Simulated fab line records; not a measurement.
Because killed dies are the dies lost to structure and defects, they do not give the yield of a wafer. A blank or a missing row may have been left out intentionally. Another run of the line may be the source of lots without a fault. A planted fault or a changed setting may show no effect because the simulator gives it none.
Split-lot trial || flow n5 finfet || 7 lots, 21 wafers read, on a route of 1938 steps

## ABOUT THE SPLIT
At N5_GATE_CUT_ETCH_56 (etches TiN in Cl2/Ar, target depth 21.6 nm), the setting icp w was moved away from the recipe's 600 W on 8 of the 21 wafers read, by -17.5% to +11.9%. For the rest of the wafers, this setting stayed at what the recipe calls for.

The reading comes from the split's own step.

## THE READING
etch.depth nm (the simulator's own value, which no gauge read), in nm, at N5_GATE_CUT_ETCH_56 (etches TiN in Cl2/Ar, target depth 21.6 nm). There is no usual value for it anywhere in the file. Average 21.83 nm, standard deviation 0.43 nm, over the 13 wafers here run with the recipe.

{"wafer": "L080.4", "tool, chamber at the split": "rie metal-03, 1", "icp w as run, W": 600, "against the recipe": "recipe", "etch.depth nm, nm": 21.83, "against lot-mates on the recipe": "-"}
{"wafer": "L080.5", "tool, chamber at the split": "rie metal-03, 1", "icp w as run, W": 600, "against the recipe": "recipe", "etch.depth nm, nm": 21.76, "against lot-mates on the recipe": "-"}
{"wafer": "L080.6", "tool, chamber at the split": "rie metal-03, 0", "icp w as run, W": 600, "against the recipe": "recipe", "etch.depth nm, nm": 21.66, "against lot-mates on the recipe": "-"}
{"wafer": "L084.2", "tool, chamber at the split": "rie metal-01, 1", "icp w as run, W": 665.8, "against the recipe": "+11.0%", "etch.depth nm, nm": 23.82, "against lot-mates on the recipe": "+2.90"}
{"wafer": "L084.4", "tool, chamber at the split": "rie metal-01, 0", "icp w as run, W": 600, "against the recipe": "recipe", "etch.depth nm, nm": 20.92, "against lot-mates on the recipe": "-"}
{"wafer": "L084.5", "tool, chamber at the split": "rie metal-01, 0", "icp w as run, W": 665.8, "against the recipe": "+11.0%", "etch.depth nm, nm": 23.15, "against lot-mates on the recipe": "+2.23"}
{"wafer": "L086.1", "tool, chamber at the split": "rie metal-03, 1", "icp w as run, W": 494.9, "against the recipe": "-17.5%", "etch.depth nm, nm": 18.42, "against lot-mates on the recipe": -3.41}
{"wafer": "L086.2", "tool, chamber at the split": "rie metal-03, 0", "icp w as run, W": 494.9, "against the recipe": "-17.5%", "etch.depth nm, nm": 18.25, "against lot-mates on the recipe": -3.58}
{"wafer": "L086.3", "tool, chamber at the split": "rie metal-03, 1", "icp w as run, W": 600, "against the recipe": "recipe", "etch.depth nm, nm": 21.83, "against lot-mates on the recipe": "-"}
{"wafer": "L092.2", "tool, chamber at the split": "rie metal-03, 1", "icp w as run, W": 600, "against the recipe": "recipe", "etch.depth nm, nm": 22.44, "against lot-mates on the recipe": "-"}
{"wafer": "L092.5", "tool, chamber at the split": "rie metal-03, 1", "icp w as run, W": 600, "against the recipe": "recipe", "etch.depth nm, nm": 22.44, "against lot-mates on the recipe": "-"}
{"wafer": "L092.4", "tool, chamber at the split": "rie metal-03, 1", "icp w as run, W": 600, "against the recipe": "recipe", "etch.depth nm, nm": 22.37, "against lot-mates on the recipe": "-"}
{"wafer": "L093.3", "tool, chamber at the split": "rie metal-01, 0", "icp w as run, W": 600, "against the recipe": "recipe", "etch.depth nm, nm": 21.39, "against lot-mates on the recipe": "-"}
{"wafer": "L093.4", "tool, chamber at the split": "rie metal-01, 1", "icp w as run, W": 600, "against the recipe": "recipe", "etch.depth nm, nm": 22.07, "against lot-mates on the recipe": "-"}
{"wafer": "L093.6", "tool, chamber at the split": "rie metal-01, 1", "icp w as run, W": 663.3, "against the recipe": "+10.5%", "etch.depth nm, nm": 24.04, "against lot-mates on the recipe": "+2.31"}
{"wafer": "L094.1", "tool, chamber at the split": "rie metal-01, 1", "icp w as run, W": 600, "against the recipe": "recipe", "etch.depth nm, nm": 21.78, "against lot-mates on the recipe": "-"}
{"wafer": "L094.5", "tool, chamber at the split": "rie metal-01, 1", "icp w as run, W": 600, "against the recipe": "recipe", "etch.depth nm, nm": 21.97, "against lot-mates on the recipe": "-"}
{"wafer": "L094.6", "tool, chamber at the split": "rie metal-01, 0", "icp w as run, W": 671.3, "against the recipe": "+11.9%", "etch.depth nm, nm": 23.57, "against lot-mates on the recipe": "+1.70"}
{"wafer": "L097.2", "tool, chamber at the split": "rie metal-02, 1", "icp w as run, W": 651.8, "against the recipe": "+8.6%", "etch.depth nm, nm": 22.96, "against lot-mates on the recipe": "+1.64"}
{"wafer": "L097.4", "tool, chamber at the split": "rie metal-02, 1", "icp w as run, W": 600, "against the recipe": "recipe", "etch.depth nm, nm": 21.32, "against lot-mates on the recipe": "-"}
{"wafer": "L097.6", "tool, chamber at the split": "rie metal-02, 0", "icp w as run, W": 651.8, "against the recipe": "+8.6%", "etch.depth nm, nm": 23.55, "against lot-mates on the recipe": "+2.23"}

FIT RESULTS
A straight line over all 21 wafers: etch.depth nm changes by +0.183 nm for each +1% of icp w; r = +0.96; the points scatter about the line by 0.42 nm.
The same after taking each lot's own level away (the mean of its wafers on the recipe; 21 wafers): +0.204 nm for each +1%; r = +0.99; scatter 0.28 nm.
Per that fit: largest icp w move, reading shift of 3.6 nm.
Measured against the standard deviation above, the lots' own levels, which go from 20.920 to 22.417 nm, span 3.5 times it.
In other words, the slope is changed by the lot-to-lot level; the two fits disagree.
Check: with one of the wafers moved furthest among these (-17.5%) left out of the fit, the line predicts -3.61 nm for it against its lot-mates. Against them it came out at -3.41 nm.

## THE OTHER SPLITS THESE WAFERS WENT THROUGH
Other splits were also applied to these wafers ahead of the reading. Each is held against what the fit with the lots' levels taken away leaves over:
{"other split on the same wafers": "N5_WELL_APT_PEB_06 peb time s", "wafers away from the commonest value": 5, "r with etch.depth nm (lot level and that fit taken away)": "+0.27"}
{"other split on the same wafers": "N5_WELL_APT_DEVELOP_07 develop time s", "wafers away from the commonest value": 6, "r with etch.depth nm (lot level and that fit taken away)": -0.23}
{"other split on the same wafers": "N5_FIN_SAQP_ALD_61 temp c", "wafers away from the commonest value": 6, "r with etch.depth nm (lot level and that fit taken away)": -0.20}
{"other split on the same wafers": "N5_STI_FIN_REVEAL_ETCHBACK_08 time s", "wafers away from the commonest value": 12, "r with etch.depth nm (lot level and that fit taken away)": -0.15}
{"other split on the same wafers": "N5_SD_EPI_N_PEB_07 peb temp c", "wafers away from the commonest value": 5, "r with etch.depth nm (lot level and that fit taken away)": "+0.01"}
{"other split on the same wafers": "N5_SD_EPI_N_DEVELOP_08 develop time s", "wafers away from the commonest value": 6, "r with etch.depth nm (lot level and that fit taken away)": "+0.21"}
{"other split on the same wafers": "N5_SDB_CUT_ETCH_26 bias w", "wafers away from the commonest value": "as run: not given for these wafers", "r with etch.depth nm (lot level and that fit taken away)": "-"}
{"other split on the same wafers": "N5_HKMG_FIN_PEB_10 peb time s", "wafers away from the commonest value": 9, "r with etch.depth nm (lot level and that fit taken away)": -0.05}
{"other split on the same wafers": "N5_HKMG_FIN_ETCH_35 time s", "wafers away from the commonest value": 6, "r with etch.depth nm (lot level and that fit taken away)": -0.05}

## FILE'S OWN FIT
etch.depth nm changes by +0.2 nm for each +1% of icp w, r = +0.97.
